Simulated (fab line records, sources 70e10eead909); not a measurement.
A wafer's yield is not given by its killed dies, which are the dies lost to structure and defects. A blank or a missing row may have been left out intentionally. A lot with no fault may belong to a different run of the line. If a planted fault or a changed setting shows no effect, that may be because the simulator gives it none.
What tool caused it? | flow nand_harc | 13 lots, 39 wafers sampled, at 6 steps of a route of 1302

== WHAT THE GAUGES SHOWED, per wafer ==
NHARC_P_STI_CD_MEAS_09: target cd 200 nm.
lot  | measured     | on        | cd_nm (nm)
L233 | day 3 00:47  | cd_sem-01 | 199.1 199.6 201.6
L234 | day 3 06:54  | cd_sem-02 | 197.8 194.7 200.7
L235 | day 3 15:13  | cd_sem-01 | 201.7 197.0 203.3
L237 | day 4 12:01  | cd_sem-01 | 201.6 197.4 197.6
L238 | day 4 23:04  | cd_sem-03 | 197.4 198.1 195.1
L239 | day 5 08:11  | cd_sem-02 | 199.9 200.7 196.9
L240 | day 5 19:14  | cd_sem-01 | 202.1 200.0 198.9
L241 | day 6 07:42  | cd_sem-01 | 203.4 196.4 202.0
L242 | day 7 00:47  | cd_sem-01 | 197.6 199.6 198.0
L244 | day 7 14:04  | cd_sem-01 | 209.5 204.7 207.9
L254 | day 11 12:43 | cd_sem-01 | 197.6 197.2 200.1
L255 | day 12 00:04 | cd_sem-03 | 197.7 194.3 200.7
L256 | day 12 09:56 | cd_sem-03 | 199.9 199.8 200.2

NHARC_P_STI_OVL_MEAS_10.
lot  | measured     | on         | overlay_x_nm (nm) | overlay_y_nm (nm)
L233 | day 3 00:52  | overlay-01 | 5 4 4             | -1 -1 -1
L234 | day 3 07:00  | overlay-02 | -1 0 -1           | 7 6 6
L235 | day 3 15:17  | overlay-02 | 4 4 3             | -4 -4 -4
L237 | day 4 12:06  | overlay-02 | 5 5 4             | -3 -3 -3
L238 | day 4 23:08  | overlay-02 | 1 1 1             | 0 -1 -1
L239 | day 5 08:16  | overlay-01 | 9 9 9             | 16 15 15
L240 | day 5 19:20  | overlay-02 | -1 -1 0           | -4 -4 -4
L241 | day 6 07:47  | overlay-01 | -11 -11 -11       | -2 -2 -2
L242 | day 7 00:52  | overlay-02 | 2 2 2             | 17 17 17
L244 | day 7 14:10  | overlay-01 | 7 5 7             | 3 3 4
L254 | day 11 12:48 | overlay-01 | 13 13 13          | -1 -1 -1
L255 | day 12 00:09 | overlay-01 | 4 4 3             | -7 -7 -7
L256 | day 12 10:02 | overlay-01 | -4 -4 -4          | 3 3 2

NHARC_P_STI_OCD_MEAS_17.
lot  | measured     | on     | trench_depth_nm (nm) | trench_foot_cd_nm (nm)
L233 | day 3 01:34  | ocd-01 | 300 300 293          | 157.3 157.9 160.7
L234 | day 3 07:42  | ocd-01 | 299 300 300          | 155.7 153.1 158.9
L235 | day 3 15:59  | ocd-01 | 304 307 302          | 158.9 154.3 161.1
L237 | day 4 12:51  | ocd-01 | 300 295 301          | 159.6 156.3 155.5
L238 | day 4 23:51  | ocd-02 | 300 299 300          | 155.3 156.3 153.5
L239 | day 5 08:58  | ocd-01 | 299 293 298          | 158.0 159.4 155.4
L240 | day 5 20:07  | ocd-02 | 300 299 303          | 160.3 158.2 156.4
L241 | day 6 08:29  | ocd-01 | 305 301 300          | 160.6 154.2 160.5
L242 | day 7 01:34  | ocd-01 | 304 302 304          | 155.1 156.6 155.4
L244 | day 7 14:51  | ocd-02 | 296 297 301          | 167.8 163.0 166.0
L254 | day 11 13:31 | ocd-01 | 303 293 297          | 154.4 155.9 158.7
L255 | day 12 00:51 | ocd-02 | 300 306 306          | 155.6 151.3 158.0
L256 | day 12 10:44 | ocd-01 | 299 299 299          | 158.4 158.0 159.1

NHARC_P_GATE_CD_MEAS_11: target cd 1640 nm.
lot  | measured     | on        | cd_nm (nm)
L233 | day 4 15:30  | cd_sem-03 | 1640.7 1641.1 1639.7
L234 | day 4 21:50  | cd_sem-01 | 1642.4 1639.9 1641.2
L235 | day 5 05:48  | cd_sem-03 | 1640.9 1640.3 1639.1
L237 | day 6 03:58  | cd_sem-01 | 1641.4 1642.0 1642.6
L238 | day 7 04:09  | cd_sem-01 | 1637.2 1638.5 1639.2
L239 | day 7 12:49  | cd_sem-03 | 1639.0 1641.1 1640.2
L240 | day 7 20:29  | cd_sem-03 | 1637.9 1642.9 1639.4
L241 | day 8 02:16  | cd_sem-03 | 1642.3 1639.4 1638.0
L242 | day 8 12:40  | cd_sem-01 | 1642.2 1641.3 1641.7
L244 | day 9 04:32  | cd_sem-02 | 1637.2 1636.7 1636.5
L254 | day 13 02:54 | cd_sem-01 | 1642.7 1641.2 1640.2
L255 | day 13 10:33 | cd_sem-03 | 1639.5 1636.4 1636.6
L256 | day 13 22:34 | cd_sem-02 | 1636.0 1637.0 1638.0

NHARC_P_GATE_CD_MEAS_33.
lot  | measured     | on        | cd_nm (nm)
L233 | day 5 10:45  | cd_sem-03 | 118.1 120.3 117.9
L234 | day 5 16:53  | cd_sem-03 | 121.7 119.1 118.9
L235 | day 6 02:28  | cd_sem-02 | 120.5 120.0 119.9
L237 | day 6 19:11  | cd_sem-01 | 117.5 119.6 120.8
L238 | day 7 19:19  | cd_sem-03 | 125.3 124.0 117.0
L239 | day 8 07:03  | cd_sem-03 | 120.5 119.1 118.1
L240 | day 8 13:57  | cd_sem-03 | 118.1 121.6 117.2
L241 | day 8 17:09  | cd_sem-03 | 122.2 122.8 119.6
L242 | day 9 05:51  | cd_sem-03 | 119.3 116.8 114.7
L244 | day 9 23:02  | cd_sem-02 | 117.3 120.6 118.3
L254 | day 14 00:55 | cd_sem-02 | 118.0 119.1 118.2
L255 | day 14 05:22 | cd_sem-01 | 120.5 121.2 122.0
L256 | day 14 13:53 | cd_sem-01 | 120.2 121.5 122.4

== WHICH TOOL RAN EACH LOT (tool, then ch and the chambers of the sampled wafers, then the start) ==
lot  | NHARC_P_STI_EXPOSE_06
L233 | krf_scanner-04 ch 0, day 3 00:38
L234 | krf_scanner-02 ch 0, day 3 06:46
L235 | krf_scanner-04 ch 0, day 3 15:04
L237 | krf_scanner-02 ch 0, day 4 11:52
L238 | krf_scanner-03 ch 0, day 4 22:55
L239 | krf_scanner-03 ch 0, day 5 08:02
L240 | krf_scanner-04 ch 0, day 5 19:05
L241 | krf_scanner-02 ch 0, day 6 07:33
L242 | krf_scanner-04 ch 0, day 7 00:38
L244 | krf_scanner-02 ch 0, day 7 13:55
L254 | krf_scanner-03 ch 0, day 11 12:34
L255 | krf_scanner-02 ch 0, day 11 23:55
L256 | krf_scanner-03 ch 0, day 12 09:47
- NHARC_P_STI_EXPOSE_06: exposes mask P STI, target cd 200 nm.

== AS READ BY THE TOOLS THEMSELVES (means over the sampled wafers that have a number; for cases with no such wafer, the mark the record gives instead) ==
The record holds no such reading with a usual standard deviation.

== THE ANSWER, worked out from the rows above alone ==
Rule: the usual values come from the lots themselves. Put in order of their means at a reading, lots are off if they are a third of the lots or fewer, leave a main group of 4 or more, and stand apart from it by a gap of 3 or more times the standard deviation of the main group's means; of several such gaps the widest counts. If all means in a main group match to the digits the tables above print for the reading, that group is not used. A lot without any number at a reading at which 4 lots or more have one is off too. Where the step has rows for the other lots, those lots are counted as sound. First the gauges in route order, then the tools' own readings, where a lot's mean is used as printed above. The first step at which some lot is off is used, and at that step the reading that is off furthest; a lot without a number counts as furthest.
Off: L244 (NHARC_P_STI_CD_MEAS_09, cd_nm). The main group: mean 199.0 nm, standard deviation 1.2.
If a tool, at a process step before that reading, ran all the lots that are off and no sound lot after the first of them, it fits. The gauges at NHARC_P_STI_CD_MEAS_09 aren't tried: what is off there is off at NHARC_P_STI_OCD_MEAS_17 too, on other tools, and a gauge's error can't cause that. Not one of the candidates tried fits.

== WHAT THE SIMULATOR HAD PUT IN ==
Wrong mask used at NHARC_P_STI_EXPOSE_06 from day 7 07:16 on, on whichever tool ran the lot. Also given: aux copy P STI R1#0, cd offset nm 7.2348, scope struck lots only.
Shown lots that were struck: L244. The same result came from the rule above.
